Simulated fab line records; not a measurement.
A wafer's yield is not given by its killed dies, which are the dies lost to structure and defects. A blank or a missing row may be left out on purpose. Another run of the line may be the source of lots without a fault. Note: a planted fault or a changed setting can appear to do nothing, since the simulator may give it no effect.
Chamber matching | flow n5 finfet | N5_BEOL_M5_CURE_80 on uv cure-02 has 3 sister chambers
The step cures SiCOH lowk, time 120 s. 18 wafers are shown with their chamber, then 9 later ones without.

## WAFERS WITH THEIR CHAMBER
wafer  | chamber | wafer_temp_C_max | lamp power pct (%)
L952.3 | 1       | 372.0            | 52.29
L952.4 | 1       | 371.7            | 52.46
L952.6 | 1       | 372.0            | 52.36
L953.2 | 1       | 372.2            | 52.22
L953.3 | 1       | 371.8            | 52.35
L953.6 | 1       | 371.2            | 52.38
L959.1 | 1       | 371.4            | 52.31
L959.2 | 1       | 371.7            | 52.25
L959.4 | 1       | 371.4            | 52.40
L957.1 | 1       | 371.4            | 52.28
L957.2 | 1       | 371.7            | 52.19
L957.6 | 1       | 371.3            | 52.29
L958.2 | 0       | 372.1            | 52.40
L958.5 | 0       | 371.6            | 52.29
L958.6 | 0       | 371.8            | 52.30
L964.2 | 2       | 371.9            | 52.38
L964.3 | 2       | 371.7            | 52.36
L964.4 | 2       | 372.0            | 52.26

SIGNATURES (means of the wafers above)
reading          | chamber 0 | chamber 1 | chamber 2 | scatter within a chamber
wafer_temp_C_max | 371.833   | 371.650   | 371.867   | 0.29
lamp power pct   | 52.3300   | 52.3150   | 52.3333   | 0.0743
Rule: a wafer's distance from a chamber is the root of the sum, over the readings, of the square of ((its reading less the chamber's mean) divided by the reading's scatter). If the next closest chamber is less than 2 further off than the closest, the wafer can't be placed; otherwise it belongs to the closest. The scatter is the square root of a quotient: the sum, over the shown wafers, of each reading's squared deviation from its chamber's mean, divided by wafers minus chambers.

## WAFERS WITH NO CHAMBER GIVEN
wafer  | wafer_temp_C_max | lamp power pct (%)
L966.1 | 371.4            | 52.40
L966.2 | 372.5            | 52.38
L966.5 | 371.4            | 52.32
L965.1 | 372.4            | 52.32
L965.2 | 372.1            | 52.21
L965.6 | 371.4            | 52.27
L967.4 | 371.5            | 52.29
L967.5 | 371.3            | 52.27
L967.6 | 371.2            | 52.32

## WHICH CHAMBER EACH WENT THROUGH
wafer  | from the rows above          | in truth
L966.1 | can't be placed: 1 or 0 or 2 | 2
L966.2 | can't be placed: 2 or 0 or 1 | 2
L966.5 | can't be placed: 1 or 0 or 2 | 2
L965.1 | can't be placed: 2 or 0 or 1 | 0
L965.2 | can't be placed: 2 or 0 or 1 | 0
L965.6 | can't be placed: 1 or 0 or 2 | 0
L967.4 | can't be placed: 1 or 0 or 2 | 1
L967.5 | can't be placed: 1 or 0 or 2 | 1
L967.6 | can't be placed: 1 or 0 or 2 | 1
Placed correctly: 0 of 9. Cannot be placed on the basis of these rows: 9; the candidates contain the true chamber in 9. Placed wrongly: 0.
